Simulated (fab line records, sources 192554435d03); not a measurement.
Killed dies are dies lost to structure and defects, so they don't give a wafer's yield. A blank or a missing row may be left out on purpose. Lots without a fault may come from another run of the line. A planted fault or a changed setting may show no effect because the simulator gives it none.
Which tool did it? | flow n5_finfet | 11 lots, 33 wafers sampled, at 5 steps of a route of 1938

WHAT THE GAUGES READ, wafer by wafer
N5_BEOL_M11_RS_MEAS_57: measures by four-point-probe. Usual: M11_RS 0.152 ohm/sq, standard deviation 0.0033.
lot  | measured     | on            | M11_RS (ohm/sq)   | flag
L557 | day 11 05:59 | film_metro-01 | 0.152 0.153 0.150 |
L560 | day 11 10:01 | film_metro-02 | 0.149 0.150 0.146 |
L561 | day 12 10:55 | film_metro-01 | 0.144 0.145 0.155 |
L562 | day 12 11:20 | film_metro-01 | 0.157 0.151 0.155 |
L563 | day 12 11:53 | film_metro-01 | 0.151 0.150 0.150 |
L564 | day 12 21:36 | film_metro-01 | 0.145 0.160 0.155 |
L565 | day 13 13:40 | film_metro-02 | 0.154 0.153 0.154 |
L570 | day 14 10:49 | film_metro-02 | 0.151 0.154 0.149 |
L577 | day 16 06:09 | film_metro-02 | 0.153 0.146 0.155 |
L579 | day 16 06:25 | film_metro-01 | 0.155 0.154 0.153 |
L578 | day 16 16:43 | film_metro-02 | 0.147 0.153 0.149 |

N5_BEOL_M12_CD_MEAS_10: target cd 140 nm. Usual: cd_nm 140.2 nm, standard deviation 1.3.
lot  | measured     | on        | cd_nm (nm)        | flag
L557 | day 11 06:29 | cd_sem-02 | 138.7 140.5 140.4 |
L560 | day 11 10:38 | cd_sem-01 | 140.2 140.2 140.3 |
L561 | day 12 11:24 | cd_sem-02 | 140.1 140.6 139.1 |
L562 | day 12 11:50 | cd_sem-01 | 138.8 138.8 139.7 |
L563 | day 12 12:30 | cd_sem-02 | 140.6 138.3 141.2 |
L564 | day 12 22:13 | cd_sem-02 | 132.5 132.9 131.0 | OFF
L565 | day 13 14:17 | cd_sem-03 | 141.0 140.3 139.4 |
L570 | day 14 11:26 | cd_sem-03 | 134.3 134.1 133.7 | OFF
L577 | day 16 06:42 | cd_sem-03 | 139.3 140.1 142.3 |
L579 | day 16 06:55 | cd_sem-03 | 139.7 140.5 138.6 |
L578 | day 16 17:13 | cd_sem-01 | 140.8 140.6 138.7 |

WHICH TOOL RAN EACH LOT (tool, then ch and the chambers of the sampled wafers, then the start)
lot  | N5_BEOL_M11_ALD_74                  | N5_BEOL_M11_DEP_56              | N5_BEOL_M12_PEB_08
L557 | ald_metal-04 ch 0,2, day 11 04:01   | pecvd-02 ch 0,1,2, day 11 05:56 | litho_track-01 ch 0, day 11 06:22
L560 | ald_metal-04 ch 1,2,3, day 11 08:09 | pecvd-01 ch 0,1,2, day 11 09:58 | litho_track-04 ch 0, day 11 10:32
L561 | ald_metal-04 ch 0,1,3, day 12 09:01 | pecvd-03 ch 0,1,2, day 12 10:50 | litho_track-01 ch 0, day 12 11:17
L562 | ald_metal-01 ch 0,1,2, day 12 09:18 | pecvd-01 ch 0,1,2, day 12 11:17 | litho_track-01 ch 0, day 12 11:43
L563 | ald_metal-04 ch 0,1, day 12 09:28   | pecvd-03 ch 1,2, day 12 11:49   | litho_track-04 ch 0, day 12 12:23
L564 | ald_metal-01 ch 2,3, day 12 19:49   | pecvd-01 ch 0,1, day 12 21:32   | litho_track-04 ch 0, day 12 22:06
L565 | ald_metal-02 ch 0,3, day 13 11:58   | pecvd-02 ch 0,1, day 13 13:35   | litho_track-01 ch 0, day 13 14:10
L570 | ald_metal-01 ch 0,1, day 14 08:29   | pecvd-01 ch 0,1, day 14 10:46   | litho_track-04 ch 0, day 14 11:20
L577 | ald_metal-04 ch 0,2,3, day 16 04:34 | pecvd-01 ch 0,2, day 16 06:05   | litho_track-01 ch 0, day 16 06:35
L579 | ald_metal-01 ch 0,2, day 16 04:43   | pecvd-02 ch 0,2, day 16 06:22   | litho_track-01 ch 0, day 16 06:48
L578 | ald_metal-02 ch 0,1, day 16 14:57   | pecvd-02 ch 0,1,2, day 16 16:39 | litho_track-04 ch 0, day 16 17:06
- N5_BEOL_M11_ALD_74: deposits TaN, target thk 2 nm, pulse time 2 s, purge time 3 s.
- N5_BEOL_M11_DEP_56: deposits SiCN from 3MS/NH3, target thk 30 nm, time 10.5 s.
- N5_BEOL_M12_PEB_08: peb time 90 s.

WHAT THE TOOLS THEMSELVES READ (means of the sampled wafers that have a number; where no wafer has one, the mark that the record gives instead)
N5_BEOL_M11_ALD_74. Usual: heater_power_w 401 W, standard deviation 54.
lot  | tool         | heater_power_w (W) | flag
L557 | ald_metal-04 | 415                |
L560 | ald_metal-04 | 402                |
L561 | ald_metal-04 | 367                |
L562 | ald_metal-01 | 414                |
L563 | ald_metal-04 | 349                |
L564 | ald_metal-01 | 373                |
L565 | ald_metal-02 | 418                |
L570 | ald_metal-01 | 471                |
L577 | ald_metal-04 | 400                |
L579 | ald_metal-01 | 361                |
L578 | ald_metal-02 | 454                |

N5_BEOL_M11_DEP_56. Usual: showerhead_plenum_p_Torr 4.155 Torr, standard deviation 0.014; throttle_valve_pct 17.9 %, standard deviation 0.81.
lot  | tool     | showerhead_plenum_p_Torr (Torr) | throttle_valve_pct (%) | flag
L557 | pecvd-02 | 4.161                           | 18.0                   |
L560 | pecvd-01 | 4.155                           | 18.1                   |
L561 | pecvd-03 | 4.148                           | 17.7                   |
L562 | pecvd-01 | 4.150                           | 18.0                   |
L563 | pecvd-03 | 4.162                           | 17.1                   |
L564 | pecvd-01 | 4.143                           | 18.7                   |
L565 | pecvd-02 | 4.159                           | 18.2                   |
L570 | pecvd-01 | 4.148                           | 18.6                   |
L577 | pecvd-01 | 4.160                           | 17.7                   |
L579 | pecvd-02 | 4.154                           | 17.7                   |
L578 | pecvd-02 | 4.160                           | 17.9                   |

N5_BEOL_M12_PEB_08. Usual: chill_plate_temp_C 23.02 C, standard deviation 0.099; heater_power_total_W 172.4 W, standard deviation 0.89; plate_temp_C 130.01 C, standard deviation 0.16.
lot  | tool           | chill_plate_temp_C (C) | heater_power_total_W (W) | plate_temp_C (C) | flag
L557 | litho_track-01 | 23.08                  | 173.1                    | 130.14           |
L560 | litho_track-04 | 22.99                  | 172.0                    | 130.10           |
L561 | litho_track-01 | 23.03                  | 173.3                    | 130.07           |
L562 | litho_track-01 | 23.01                  | 171.3                    | 130.04           |
L563 | litho_track-04 | 22.94                  | 172.0                    | 130.07           |
L564 | litho_track-04 | 23.04                  | 168.4                    | 127.74           | OFF
L565 | litho_track-01 | 23.13                  | 172.3                    | 130.12           |
L570 | litho_track-04 | 23.00                  | 168.3                    | 127.54           | OFF
L577 | litho_track-01 | 22.99                  | 172.2                    | 130.11           |
L579 | litho_track-01 | 23.07                  | 171.9                    | 129.91           |
L578 | litho_track-04 | 23.04                  | 172.4                    | 129.85           |

THE ANSWER, worked out from the rows above alone
Rule: a lot is off if the mean of its wafers that have a number lies more than 3 standard deviations from the usual mean. A lot without any number at a reading at which 4 lots or more have one is off too. The other lots that the step has rows for count as sound. The gauges are gone through in route order, then the tools' own readings, and for those a lot's mean is taken as printed above. The first step at which some lot is off is used, and at that step the reading that is off furthest; a lot without a number counts as furthest.
Off: L564, L570, at N5_BEOL_M12_CD_MEAS_10 (cd_nm).
A tool fits if, at a process step before that reading, it ran every lot that is off, and no sound lot after the first of them. The gauges at N5_BEOL_M12_CD_MEAS_10 aren't tried: what is off there is off at N5_BEOL_M12_PEB_08 too, on other tools, and a gauge's error can't cause that. None of those tried fits.

WHAT THE SIMULATOR HAD PUT IN
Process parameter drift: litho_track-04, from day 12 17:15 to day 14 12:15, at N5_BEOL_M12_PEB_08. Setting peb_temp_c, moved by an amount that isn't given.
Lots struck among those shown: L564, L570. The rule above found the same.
